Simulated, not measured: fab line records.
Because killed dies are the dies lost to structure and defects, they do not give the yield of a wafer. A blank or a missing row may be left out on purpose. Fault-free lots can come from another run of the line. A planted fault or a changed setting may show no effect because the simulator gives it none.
fab line records	flow n5_finfet
[record] lots = 7	wafers = 21
route steps=1938 shown BEOL_M6@1239 BEOL_M8@1335 BEOL_M9@1440 BEOL_M10@1473 BEOL_M12@1649
start_h: the number of hours between the record's first day and the start of the first shown wafer of the lot	wait_h: hours elapsed since this lot's preceding step	" unchanged from the row above	L1.1+2: a single row standing in for several wafers	- no value present, or no start provided	* or withheld: withheld	< > ~ a bound
route shown NAME@n: a module of which the file shows steps, and the number in the route of the first	usual: the fault-free wafers' mean and standard deviation	same: alike in all rows	chamber/n: place in a boat	sites: the reading at each site	_std_site: their standard deviation	_edge_site: inner sites' mean taken away from outer sites' mean	radius_mm: for every site, how far away it sits from the centre of the wafer	mask NAME#n: copy n	behind: tool/chamber where the wafer was last shaped	hold: reason for holding the lot/hours on hold/outcome of the hold	device: transistor that didn't switch, given as n, p or np	end of line: at the end of the route, the tests of the same wafers	a step with no rows: only its recipe	killed: not the wafer's yield, but the dies lost to structure and defects at the first sort	map: a wafer's dies, marking killed ones x, the rest . and places with no die _
set.NAME: the run value of the setting; set.NAME@STEP: its run value at that earlier step	model.NAME: the simulator's own value behind a step, which no gauge read
lots with deliberately changed settings; one table per step, one row per wafer
[[steps]]
[step N5_BEOL_M6_TRENCH_ETCH_37]
[recipe] chemistry = C4F6/O2	target_depth_a = 944.35	target = SiCOH_lowk	time_s = 31.5	ion_energy_ev = 250	pressure_mtorr = 30	source_w = 345	bias_w = 185	Ar_flow_sccm = 300	C4F6_flow_sccm = 10	O2_flow_sccm = 10
lot.wafer	tool	chamber	start_h	wait_h	set.time_s	model.etch.depth_nm	model.BEOL_M6.feature_depth_nm
L076.2	rie_diel-02	0	-	-	31.5	91.87	91.8
L076.3	"	3	"	"	31.5	95.77	95.8
L076.5	"	2	"	"	31.5	95.66	95.6
L074.2	rie_diel-01	1	-	-	31.5	94.13	94.2
L074.5	"	2	"	"	31.5	94.19	94.2
L074.6	"	1	"	"	31.5	94.51	94.6
L082.1	rie_diel-04	1	-	-	31.5	92.81	92.8
L082.3	"	0	"	"	34.03	100.3	100.2
L082.6	"	1	"	"	31.5	92.56	92.6
L083.1	rie_diel-02	3	-	-	31.5	94.6	94.6
L083.2	"	1	"	"	31.5	95.52	95.6
L083.6	"	3	"	"	31.5	95.06	95
L084.1	rie_diel-04	1	-	-	31.5	93.15	93.2
L084.5	"	0	"	"	31.5	94.04	94
L084.6	"	1	"	"	31.5	93.3	93.2
L085.2	rie_diel-02	1	-	-	38.42	117.2	117.2
L085.3	"	0	"	"	31.5	94.25	94.2
L085.6	"	0	"	"	38.42	115.2	115.2
L086.1	rie_diel-01	0	-	-	31.5	94.14	94.2
L086.2	"	2	"	"	26.72	79.84	79.8
L086.3	"	3	"	"	26.72	79.52	79.6
[step N5_BEOL_M6_ETCH_41]
[recipe] chemistry = CH3F/O2	target = SiCN	target_depth_a = 297	taper_deg = 2	time_s = 52	ion_energy_ev = 120	mask_material = TiN	pressure_mtorr = 30	source_w = 395	bias_w = 75	Ar_flow_sccm = 150	CH3F_flow_sccm = 30	O2_flow_sccm = 20
[step N5_BEOL_M6_STRIP_80]
[recipe] chemistry = N2/H2	time_s = 10	power_w = 450	temp_c = 40	pressure_mtorr = 20	rf_frequency_hz = 6e+07	bias_power_w = 7	n2_flow_sccm = 200	h2_flow_sccm = 200
[step N5_BEOL_M6_OCD_MEAS_38]
[usual] trench_depth_nm = 94.4/1.2
lot.wafer	tool	chamber	start_h	wait_h	set.time_s@BEOL_M6_TRENCH_ETCH_37	trench_depth_nm
L076.2	ocd-01	-	200.39	-	31.5	91.6
L076.3	"	-	"	"	31.5	95.8
L076.5	"	-	"	"	31.5	96.0
L074.2	ocd-02	-	200.59	-	31.5	94.0
L074.5	"	-	"	"	31.5	94.0
L074.6	"	-	"	"	31.5	94.4
L082.1	ocd-02	-	235.88	-	31.5	93.2
L082.3	"	-	"	"	34.03	100.2
L082.6	"	-	"	"	31.5	92.4
L083.1	ocd-02	-	242.97	-	31.5	94.5
L083.2	"	-	"	"	31.5	95.2
L083.6	"	-	"	"	31.5	95.1
L084.1	ocd-02	-	245.78	-	31.5	92.6
L084.5	"	-	"	"	31.5	94.2
L084.6	"	-	"	"	31.5	93.4
L085.2	ocd-02	-	251.08	-	38.42	117.0
L085.3	"	-	"	"	31.5	93.3
L085.6	"	-	"	"	38.42	115.5
L086.1	ocd-01	-	267.41	-	31.5	94.3
L086.2	"	-	"	"	26.72	79.8
L086.3	"	-	"	"	26.72	79.7
[step N5_BEOL_M6_ALD_77]
[recipe] material = TaN	target_thk_a = 20	temp_c = 275	ald_precursor_family = PDMAT	ald_co_reactant = NH3	pressure_torr = 3	carrier_flow_sccm = 1500	pulse_time_s = 2	purge_time_s = 3	co_reactant_purge_time_s = 2	co_reactant_pulse_time_s = 3	ald_cycles = 40	precursor_vessel_temp_c = 75	precursor_vessel_pressure_torr = 26.25	precursor_vessel_carrier_sccm = 1000
lot.wafer	tool	chamber	start_h	wait_h	set.ald_cycles
L074.2+6	ald_metal-02	1,3	201.25	0.0	35
L074.5	"	0	"	"	40
L076.2	ald_metal-03	2	201.39	0.1	40
L076.3+5	"	3	"	"	42
L082.1+3+6	ald_metal-03	1,0,0	236.53	0.0	45
L083.1+2+6	ald_metal-02	0,3,0	243.69	0.0	40
L084.1+5+6	ald_metal-01	1,2,1	246.62	0.2	40
L085.2+3+6	ald_metal-02	3,2,3	252.00	0.0	34
L086.1+3	ald_metal-02	3,0	268.47	0.0	40
L086.2	"	2	"	"	34
[step N5_BEOL_M6_SURFACE_TREAT_79]
[recipe] gas = Ar	time_s = *	ion_energy_ev = *	ion_current_ma_cm2 = 0.5	pressure_mtorr = *	ar_flow_sccm = 30
[step N5_BEOL_M6_CVD_78]
[recipe] material = Co	target_thk_a = 20	temp_c = withheld	precursor = CCTBA/H2	pressure_torr = 30	time_s = 142.3
[step N5_BEOL_M6_ECD_50]
[recipe] material = Cu	target_thk_a = 3000
[step N5_BEOL_M6_ANNEAL_51]
[recipe] temp_c = 225	time_s = 90	ambient = N2
[step N5_BEOL_M6_CMP_52]
[recipe] stop_on = SiCOH_lowk	t_overpolish_s = 6.9	down_force_psi = 1	platen_rpm = 50	clearing_platen_down_force_psi = 1.5	clearing_platen_rpm = 50	post_cmp_clean = cu_alkaline	target_thk_nm = 80	clearing_platen_pad_velocity_m_s = 0.99484	pad_velocity_m_s = 0.99484
lot.wafer	tool	chamber	start_h	wait_h	set.time_s@BEOL_M6_TRENCH_ETCH_37	model.Cu_of_BEOL_M6_ECD_50.thk_nm
L074.2	cmp-02	2	202.32	0.2	31.5	78.6
L074.6	"	2	"	"	31.5	79.2
L074.5	"	3	"	"	31.5	78.2
L076.3	cmp-04	3	202.59	0.2	31.5	81.4
L076.2	"	1	"	"	31.5	78
L076.5	"	3	"	"	31.5	80.2
L082.3	cmp-03	3	238.85	0.2	34.03	88.2
L082.1+6	"	0	"	"	31.5	77.4
L083.1	cmp-02	1	246.55	0.3	31.5	79.8
L083.2+6	"	2	"	"	31.5	80.2
L084.1	cmp-03	2	249.31	0.3	31.5	79.6
L084.6	"	0	"	"	31.5	79
L084.5	"	1	"	"	31.5	83
L085.3	cmp-03	0	253.12	0.2	31.5	80.6
L085.2	"	1	"	"	38.42	105.4
L085.6	"	0	"	"	38.42	101
L086.3	cmp-02	0	271.36	0.2	26.72	64.2
L086.2	"	1	"	"	26.72	65
L086.1	"	2	"	"	31.5	79.4
[step N5_BEOL_M6_THK_MEAS_53]
[recipe] thk_meas_gauge = xrf	reads = Cu_of_BEOL_M6_ECD_50
[usual] M6_THK = 80.7/1.7
lot.wafer	tool	chamber	start_h	wait_h	set.time_s@BEOL_M6_TRENCH_ETCH_37	M6_THK[nm]
L074.2	film_metro-01	-	202.61	-	31.5	79.9
L074.5	"	-	"	"	31.5	79.5
L074.6	"	-	"	"	31.5	80.3
L076.2	film_metro-01	-	202.88	-	31.5	79.2
L076.3	"	-	"	"	31.5	82.2
L076.5	"	-	"	"	31.5	81.4
L082.1	film_metro-01	-	239.14	-	31.5	78.8
L082.3	"	-	"	"	34.03	89.5
L082.6	"	-	"	"	31.5	78.4
L083.1	film_metro-02	-	246.84	-	31.5	80.4
L083.2	"	-	"	"	31.5	81.2
L083.6	"	-	"	"	31.5	81.4
L084.1	film_metro-01	-	249.53	-	31.5	80.9
L084.5	"	-	"	"	31.5	84.1
L084.6	"	-	"	"	31.5	79.9
L085.2	film_metro-02	-	253.38	-	38.42	106.8
L085.3	"	-	"	"	31.5	81.6
L085.6	"	-	"	"	38.42	102.1
L086.1	film_metro-02	-	271.66	-	31.5	80.0
L086.2	"	-	"	"	26.72	65.4
L086.3	"	-	"	"	26.72	64.8
[step N5_BEOL_M6_PRE_CLEAN_55]
[recipe] gas = NH3	time_s = 15	temp_c = withheld	rf_power_w = 300
[step N5_BEOL_M6_DEP_56]
[recipe] material = SiCN	target_thk_a = 100	temp_c = withheld	precursor = 3MS/NH3	pressure_torr = 3	rf_w = 202	time_s = 17.5
[step N5_BEOL_M6_RS_MEAS_57]
[recipe] thk_meas_gauge = four-point-probe	reads = Cu_of_BEOL_M6_ECD_50+Co_of_BEOL_M6_CVD_78+TaN_of_BEOL_M6_ALD_77
[usual] M6_RS = 0.287/0.007
lot.wafer	tool	chamber	start_h	wait_h	set.time_s@BEOL_M6_TRENCH_ETCH_37	M6_RS[ohm/sq]
L074.2	film_metro-01	-	202.75	0.1	31.5	0.292
L074.5	"	-	"	"	31.5	0.294
L074.6	"	-	"	"	31.5	0.289
L076.2	film_metro-02	-	203.01	0.1	31.5	0.295
L076.3	"	-	"	"	31.5	0.281
L076.5	"	-	"	"	31.5	0.286
L082.1	film_metro-01	-	239.28	0.1	31.5	0.297
L082.3	"	-	"	"	34.03	0.255
L082.6	"	-	"	"	31.5	0.297
L083.1	film_metro-01	-	246.97	0.1	31.5	0.288
L083.2	"	-	"	"	31.5	0.284
L083.6	"	-	"	"	31.5	0.285
L084.1	film_metro-01	-	249.66	0.1	31.5	0.287
L084.5	"	-	"	"	31.5	0.274
L084.6	"	-	"	"	31.5	0.290
L085.2	film_metro-02	-	253.51	0.1	38.42	0.209
L085.3	"	-	"	"	31.5	0.284
L085.6	"	-	"	"	38.42	0.218
L086.1	film_metro-02	-	271.79	0.1	31.5	0.289
L086.2	"	-	"	"	26.72	0.366
L086.3	"	-	"	"	26.72	0.371
[step N5_BEOL_M8_PECVD_70]
[recipe] material = SiO2	target_thk_a = 200	temp_c = 400	precursor = TEOS/O2	pressure_torr = 5.5	rf_w = 450	teos_flow_sccm = 53.8	gas = O2	flow_sccm = 3000	time_s = 22.7
lot.wafer	tool	chamber	start_h	wait_h	set.temp_c	model.SiO2_of_BEOL_M8_PECVD_70.thk_nm
L076.2	pecvd-02	2	211.34	0.0	400	19.8
L076.3	"	1	"	"	392.6	20.8
L076.5	"	0	"	"	400	20.4
L074.2	pecvd-02	0	211.82	0.0	400	20
L074.5	"	2	"	"	408.6	19
L074.6	"	0	"	"	408.6	18.8
L082.1+6	pecvd-02	2	250.80	0.0	400	20
L082.3	"	1	"	"	416.4	17.6
L083.1	pecvd-04	2	258.41	0.0	400	19.6
L083.2+6	"	0	"	"	400	19.8
L084.1	pecvd-01	2	259.41	0.0	400	19.4
L084.5	"	0	"	"	410.2	18.6
L084.6	"	1	"	"	410.2	19
L085.2	pecvd-02	1	262.03	0.0	400	20.2
L085.3	"	2	"	"	400	20.4
L085.6	"	2	"	"	391.7	21.6
L086.1	pecvd-01	1	280.17	0.0	407.8	18.8
L086.2	"	2	"	"	407.8	18.6
L086.3	"	0	"	"	400	19.4
[step N5_BEOL_M9_ETCH_66]
[recipe] chemistry = N2/H2	target = SOC	target_depth_a = 800	overetch_a = 160	mask_material = SiARC	temp_c = 40	time_s = 120	ion_energy_ev = 200	pressure_mtorr = 30	source_w = 840	bias_w = 150	n2_flow_sccm = 200	h2_flow_sccm = 200
lot.wafer	tool	chamber	start_h	wait_h	set.time_s	model.SiARC_of_BEOL_M9_COAT_64.thk_nm
L076.2+5	rie_diel-06	1	227.51	0.0	136.6	5.6
L076.3	"	0	"	"	120	6.2
L074.2+5+6	rie_diel-03	1,1,2	227.80	0.0	120	6.6
L082.1	rie_diel-05	1	263.85	0.0	102.8	7.2
L082.3	"	3	"	"	102.8	7.4
L082.6	"	0	"	"	120	6.6
L083.1	rie_diel-05	2	274.46	0.0	120	6.2
L083.2+6	"	3	"	"	120	6.4
L085.2+6	rie_diel-05	3,0	274.89	0.0	134.2	5.8
L085.3	"	1	"	"	120	6.4
L084.1	rie_diel-05	2	275.31	0.0	96.11	7.4
L084.5	"	2	"	"	96.11	7.2
L084.6	"	1	"	"	120	6.4
L086.1	rie_diel-03	0	293.00	0.0	105.2	7.4
L086.2	"	3	"	"	120	6
L086.3	"	1	"	"	120	6.6
[step N5_BEOL_M9_TRENCH_ETCH_37]
[recipe] chemistry = C4F6/O2	target_depth_a = 1514.3	target = SiCOH_lowk	time_s = 49	ion_energy_ev = 250	pressure_mtorr = 30	source_w = 345	bias_w = 185	Ar_flow_sccm = 300	C4F6_flow_sccm = 10	O2_flow_sccm = 10
[usual] rf_vpp_V = 667/9
lot.wafer	tool	chamber	start_h	wait_h	set.bias_w	rf_vpp_V
L076.2	rie_diel-06	1	-	-	185	663
L076.3	"	0	"	"	167.9	626
L076.5	"	1	"	"	185	663
L074.2	rie_diel-03	1	-	-	185	667
L074.5	"	1	"	"	185	666
L074.6	"	2	"	"	185	660
L082.1	rie_diel-05	1	-	-	197.9	702
L082.3	"	3	"	"	185	671
L082.6	"	0	"	"	185	658
L083.1	rie_diel-05	2	-	-	185	654
L083.2	"	3	"	"	185	672
L083.6	"	3	"	"	185	670
L085.2	rie_diel-05	3	-	-	185	671
L085.3	"	1	"	"	196.1	697
L085.6	"	0	"	"	196.1	689
L084.1	rie_diel-05	2	-	-	185	655
L084.5	"	2	"	"	158.1	578
L084.6	"	1	"	"	158.1	589
L086.1	rie_diel-03	0	-	-	185	668
L086.2	"	3	"	"	185	689
L086.3	"	1	"	"	201.9	713
[step N5_BEOL_M10_PECVD_70]
[recipe] material = SiO2	target_thk_a = 200	temp_c = 400	precursor = TEOS/O2	pressure_torr = 5.5	rf_w = 450	teos_flow_sccm = 53.8	gas = O2	flow_sccm = 3000	time_s = 22.7
lot.wafer	tool	chamber	start_h	wait_h	set.time_s	model.SiO2_of_BEOL_M10_PECVD_70.thk_nm
L076.2+3	pecvd-03	2,1	231.10	0.0	22.7	19.6
L076.5	"	2	"	"	25.05	21.8
L074.2	pecvd-01	1	231.62	0.0	25.45	22.2
L074.5	"	2	"	"	25.45	22.6
L074.6	"	1	"	"	22.7	20.2
L082.1	pecvd-03	0	268.91	0.0	24.73	21.6
L082.3	"	2	"	"	22.7	19.8
L082.6	"	1	"	"	22.7	20
L083.1	pecvd-03	0	278.65	0.0	22.7	20
L083.2	"	1	"	"	22.7	19.2
L083.6	"	2	"	"	22.7	19.8
L085.2	pecvd-02	0	280.31	0.0	22.7	20
L085.3	"	1	"	"	22.7	20.4
L085.6	"	1	"	"	22.7	20.6
L084.1	pecvd-01	2	280.63	0.0	22.7	19.8
L084.5	"	2	"	"	20.47	18
L084.6	"	1	"	"	22.7	20.2
L086.1+3	pecvd-03	0,1	298.94	0.0	19.81	17.4
L086.2	"	2	"	"	22.7	19.8
[step N5_BEOL_M12_SPUTTER_44]
[recipe] material = Ta	target_thk_a = 100	temp_c = 50	bias_v = 80	power_w = 15000	chamber_pressure_pa = 0.07	time_s = 16.13
lot.wafer	tool	chamber	start_h	wait_h	set.time_s	model.Ta_of_BEOL_M12_SPUTTER_44.thk_nm
L076.2	pvd_sputter-02	-	249.79	0.0	16.13	9.8
L076.3	"	-	"	"	15.52	9.6
L076.5	"	-	"	"	16.13	10
L074.2+6	pvd_sputter-02	-	252.29	0.0	16.13	10
L074.5	"	-	"	"	17.16	10.6
L082.1+3	pvd_sputter-03	-	288.77	0.0	14.32	8.8
L082.6	"	-	"	"	16.13	9.8
L083.1+6	pvd_sputter-03	-	300.50	0.0	16.13	9.8
L083.2	"	-	"	"	16.13	10
L085.2+3	pvd_sputter-02	-	302.31	0.0	16.13	10.2
L085.6	"	-	"	"	16.13	10.4
L084.1+6	pvd_sputter-02	-	309.58	0.0	16.13	10
L084.5	"	-	"	"	13.96	8.6
L086.1	pvd_sputter-03	-	322.25	0.0	18.33	11.2
L086.2	"	-	"	"	18.33	11.4
L086.3	"	-	"	"	16.13	10
[[key]]
[split] step = N5_BEOL_M6_TRENCH_ETCH_37	setting = time_s	stated = 31.5	by = wafer
[response] step = N5_BEOL_M6_TRENCH_ETCH_37	reading = model.etch.depth_nm	change = +0.982	per = 1%	r = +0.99
[response] step = N5_BEOL_M6_TRENCH_ETCH_37	reading = model.BEOL_M6.feature_depth_nm	change = +0.982	per = 1%	r = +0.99
[response] step = N5_BEOL_M6_OCD_MEAS_38	reading = trench_depth_nm	change = +1.01	per = 1%	r = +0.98
[response] step = N5_BEOL_M6_CMP_52	reading = model.Cu_of_BEOL_M6_ECD_50.thk_nm	change = +1.04	per = 1%	r = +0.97
[response] step = N5_BEOL_M6_THK_MEAS_53	reading = M6_THK	change = +1.05	per = 1%	r = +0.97
[response] step = N5_BEOL_M6_RS_MEAS_57	reading = M6_RS	change = -0.004	per = 1%	r = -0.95
[split] step = N5_BEOL_M6_ALD_77	setting = ald_cycles	stated = 40	by = wafer
response none clear
[split] step = N5_BEOL_M8_PECVD_70	setting = temp_c	stated = 400	by = wafer
[response] step = N5_BEOL_M8_PECVD_70	reading = model.SiO2_of_BEOL_M8_PECVD_70.thk_nm	change = -0.484	per = 1%	r = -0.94
[split] step = N5_BEOL_M9_ETCH_66	setting = time_s	stated = 120	by = wafer
[response] step = N5_BEOL_M9_ETCH_66	reading = model.SiARC_of_BEOL_M9_COAT_64.thk_nm	change = -0.0524	per = 1%	r = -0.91
[split] step = N5_BEOL_M9_TRENCH_ETCH_37	setting = bias_w	stated = 185	by = wafer
[response] step = N5_BEOL_M9_TRENCH_ETCH_37	reading = rf_vpp_V	change = +4.48	per = 1%	r = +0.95
[split] step = N5_BEOL_M10_PECVD_70	setting = time_s	stated = 22.7	by = wafer
[response] step = N5_BEOL_M10_PECVD_70	reading = model.SiO2_of_BEOL_M10_PECVD_70.thk_nm	change = +0.194	per = 1%	r = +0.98
[split] step = N5_BEOL_M12_SPUTTER_44	setting = time_s	stated = 16.13	by = wafer
[response] step = N5_BEOL_M12_SPUTTER_44	reading = model.Ta_of_BEOL_M12_SPUTTER_44.thk_nm	change = +0.0963	per = 1%	r = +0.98
